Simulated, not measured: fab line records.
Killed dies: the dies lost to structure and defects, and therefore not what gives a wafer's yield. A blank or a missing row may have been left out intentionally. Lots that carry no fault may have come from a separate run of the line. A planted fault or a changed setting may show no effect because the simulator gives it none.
Matching of chambers :: flow nand harc :: NHARC_P_M1_STRIP_18 on rie diel-12: 4 sister chambers
The step strips in N2/H2. 18 wafers are shown with their chamber, then 9 later ones without.

## WAFERS WITH THEIR CHAMBER
wafer: L074.1
chamber: 0
drypump motor current A (A): 6.8
showerhead plenum p Torr (Torr): 1.98
oes product au (a.u.): 0.986

wafer: L074.4
chamber: 2
drypump motor current A (A): 5.7
showerhead plenum p Torr (Torr): 2.05
oes product au (a.u.): 0.993

wafer: L074.6
chamber: 3
drypump motor current A (A): 6.0
showerhead plenum p Torr (Torr): 2.02
oes product au (a.u.): 1.006

wafer: L078.4
chamber: 1
drypump motor current A (A): 6.4
showerhead plenum p Torr (Torr): 2.17
oes product au (a.u.): 0.979

wafer: L078.5
chamber: 1
drypump motor current A (A): 6.4
showerhead plenum p Torr (Torr): 2.17
oes product au (a.u.): 0.985

wafer: L078.6
chamber: 2
drypump motor current A (A): 5.7
showerhead plenum p Torr (Torr): 2.05
oes product au (a.u.): 0.998

wafer: L077.2
chamber: 2
drypump motor current A (A): 5.7
showerhead plenum p Torr (Torr): 2.05
oes product au (a.u.): 0.997

wafer: L077.3
chamber: 0
drypump motor current A (A): 6.8
showerhead plenum p Torr (Torr): 1.98
oes product au (a.u.): 0.987

wafer: L077.5
chamber: 0
drypump motor current A (A): 6.8
showerhead plenum p Torr (Torr): 1.98
oes product au (a.u.): 0.994

wafer: L080.1
chamber: 3
drypump motor current A (A): 5.9
showerhead plenum p Torr (Torr): 2.02
oes product au (a.u.): 0.985

wafer: L080.3
chamber: 1
drypump motor current A (A): 6.4
showerhead plenum p Torr (Torr): 2.16
oes product au (a.u.): 0.986

wafer: L080.5
chamber: 3
drypump motor current A (A): 6.0
showerhead plenum p Torr (Torr): 2.02
oes product au (a.u.): 0.987

wafer: L083.2
chamber: 0
drypump motor current A (A): 6.8
showerhead plenum p Torr (Torr): 1.98
oes product au (a.u.): 0.993

wafer: L083.5
chamber: 1
drypump motor current A (A): 6.4
showerhead plenum p Torr (Torr): 2.16
oes product au (a.u.): 0.990

wafer: L083.6
chamber: 2
drypump motor current A (A): 5.7
showerhead plenum p Torr (Torr): 2.04
oes product au (a.u.): 1.011

wafer: L091.1
chamber: 2
drypump motor current A (A): 5.7
showerhead plenum p Torr (Torr): 2.04
oes product au (a.u.): 1.003

wafer: L091.2
chamber: 1
drypump motor current A (A): 6.4
showerhead plenum p Torr (Torr): 2.16
oes product au (a.u.): 0.990

wafer: L091.3
chamber: 0
drypump motor current A (A): 6.8
showerhead plenum p Torr (Torr): 1.98
oes product au (a.u.): 0.998

SIGNATURES, as means of the wafers listed above
reading: drypump motor current A
chamber 0: 6.800
chamber 1: 6.400
chamber 2: 5.700
chamber 3: 5.967
scatter within a chamber: 0.0218

reading: showerhead plenum p Torr
chamber 0: 1.9800
chamber 1: 2.1640
chamber 2: 2.0460
chamber 3: 2.0200
scatter within a chamber: 0.00414

reading: oes product au
chamber 0: 0.99160
chamber 1: 0.98600
chamber 2: 1.00040
chamber 3: 0.99267
scatter within a chamber: 0.00678
Rule: a wafer's distance from a chamber is the root of the sum, over the readings, of the square of ((its reading less the chamber's mean) divided by the reading's scatter). If the next closest chamber is less than 2 further off than the closest, the wafer can't be placed; otherwise it belongs to the closest. The scatter: the root of (the sum of the squares of (reading less its chamber's mean) over the shown wafers, divided by (wafers less chambers)).

## WAFERS MISSING THEIR CHAMBER
wafer: L094.1
drypump motor current A (A): 5.7
showerhead plenum p Torr (Torr): 2.04
oes product au (a.u.): 1.001

wafer: L094.3
drypump motor current A (A): 6.8
showerhead plenum p Torr (Torr): 1.98
oes product au (a.u.): 0.997

wafer: L094.5
drypump motor current A (A): 5.7
showerhead plenum p Torr (Torr): 2.04
oes product au (a.u.): 1.002

wafer: L095.1
drypump motor current A (A): 6.0
showerhead plenum p Torr (Torr): 2.01
oes product au (a.u.): 0.979

wafer: L095.2
drypump motor current A (A): 5.7
showerhead plenum p Torr (Torr): 2.04
oes product au (a.u.): 0.997

wafer: L095.3
drypump motor current A (A): 6.8
showerhead plenum p Torr (Torr): 1.98
oes product au (a.u.): 0.991

wafer: L096.1
drypump motor current A (A): 6.8
showerhead plenum p Torr (Torr): 1.98
oes product au (a.u.): 0.992

wafer: L096.3
drypump motor current A (A): 5.9
showerhead plenum p Torr (Torr): 2.01
oes product au (a.u.): 0.991

wafer: L096.4
drypump motor current A (A): 6.4
showerhead plenum p Torr (Torr): 2.16
oes product au (a.u.): 0.985

## THE CHAMBER EACH PASSED THROUGH
wafer: L094.1
from the rows above: 2
in truth: 2

wafer: L094.3
from the rows above: 0
in truth: 0

wafer: L094.5
from the rows above: 2
in truth: 2

wafer: L095.1
from the rows above: 3
in truth: 3

wafer: L095.2
from the rows above: 2
in truth: 2

wafer: L095.3
from the rows above: 0
in truth: 0

wafer: L096.1
from the rows above: 0
in truth: 0

wafer: L096.3
from the rows above: 3
in truth: 3

wafer: L096.4
from the rows above: 1
in truth: 1
Placed correctly: 9 of 9. From these rows, 0 cannot be placed. 0 placed wrongly.
